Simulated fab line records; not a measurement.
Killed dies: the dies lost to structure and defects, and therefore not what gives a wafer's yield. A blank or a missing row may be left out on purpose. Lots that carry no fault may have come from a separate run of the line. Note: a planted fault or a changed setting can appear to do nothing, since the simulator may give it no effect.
Problem report in the 8D (eight disciplines) form, filled by code | flow n5-finfet | the parts of the form that need people (team, actions taken, sign-off) are left out

## 1. PROBLEM STATEMENT
Mean of bias-w at N5_BEOL_M0_ETCH_109: 48.00 W across 5 wafers in 3 lots; on wafers with no fault it is 74.99 W (standard deviation 0.22). So: -99 or more standard deviations from the usual mean.
The step: etches SiCN in CH3F/O2, target depth 8 nm, overetch 2.4 nm, time 27.4 s.
Seen first at day 8 05:08 on rie-diel-06, wafer L850.2. The record holds 27 wafers of 9 lots with a number at this step. Rule for "out", or "out of limits": more than 4 standard deviations from the usual mean. Any other wafer with a number is counted as sound.

## 2. WHAT IT IS, AND WHAT IT ISN'T
question                    | is                                     | is not
which readings at this step | bias-w, rf-vpp-V                       | drypump-motor-current-A, oes-product-au, rf-fwd-power-W, showerhead-plenum-p-Torr, throttle-valve-pct
which lots                  | L850, L853, L854                       | L843, L849, L858, L859, L863, L864
which wafers of those lots  | L850.2, L850.6, L853.2, L853.5, L854.1 | L850.4, L853.6, L854.2, L854.6
read on which tools         | rie-diel-06                            | rie-diel-04, rie-diel-05
when                        | from day 8 05:08                       | up to then (7 sound wafers); but 15 sound wafers of L853, L854, L858, L859, L863, L864 came after

## 3. WHAT RULES OUT EACH SUSPECT
Counting: if a tool at a process step up to the reading ran every lot that is out, it stays a suspect. Sound lots after the first of them don't rule it out here, since some wafers of a struck lot are sound.
- rie-diel-06 at N5_BEOL_M0_ETCH_109 (etches SiCN in CH3F/O2, target depth 8 nm, overetch 2.4 nm, time 27.4 s): kept. Ran every lot that is out, first one L850 (day 8 05:08); last sound lot up to then L849 (day 7 20:30). Its own bias-w, rf-vpp-V readings are out on those wafers.
- rie-diel-06, N5_BEOL_M0_ETCH_109: wafers that are out in chamber 1, sound lot-mates in chambers 0, 3.
The count leaves rie-diel-06 at N5_BEOL_M0_ETCH_109.

## 4. THE CAUSE (what the simulator had put in)
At N5_BEOL_M0_ETCH_109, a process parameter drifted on rie-diel-06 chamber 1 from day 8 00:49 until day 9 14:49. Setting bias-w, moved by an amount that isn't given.
After counting, this tool was the only one left.

## 5. SEQUENCE OF EFFECTS, ordered by route
One row per reading whose mean, taken over the struck wafers that have a number, lies over 3 standard deviations from the usual. Readings are gone through only where the record gives a usual standard deviation; hours: the median, over the lots, of the time from a lot's start at the first step in this table giving one to that lot's start at this step; sigmas: the change measured in usual standard deviations.
hours | step                | reading  | usual   | on struck wafers | change | sigmas
0     | N5_BEOL_M0_ETCH_109 | bias-w   | 74.99 W | 48.00            | -26.99 | -99 or more
0     | N5_BEOL_M0_ETCH_109 | rf-vpp-V | 297.0 V | 223.0            | -74.0  | -46
Here are the process steps it includes:
- N5_BEOL_M0_ETCH_109: etches SiCN in CH3F/O2, target depth 8 nm, overetch 2.4 nm, time 27.4 s.
At these later measuring or inspecting steps, every struck wafer for which the step has a row has a number for every such reading, and none has moved that far: N5_BEOL_M4_RC_MEAS_101.

## 6. WHAT WOULD HAVE CAUGHT IT SOONER
In this record no reading fell out of limits until day 8 05:08, 4 hours after the fault had begun at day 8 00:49.
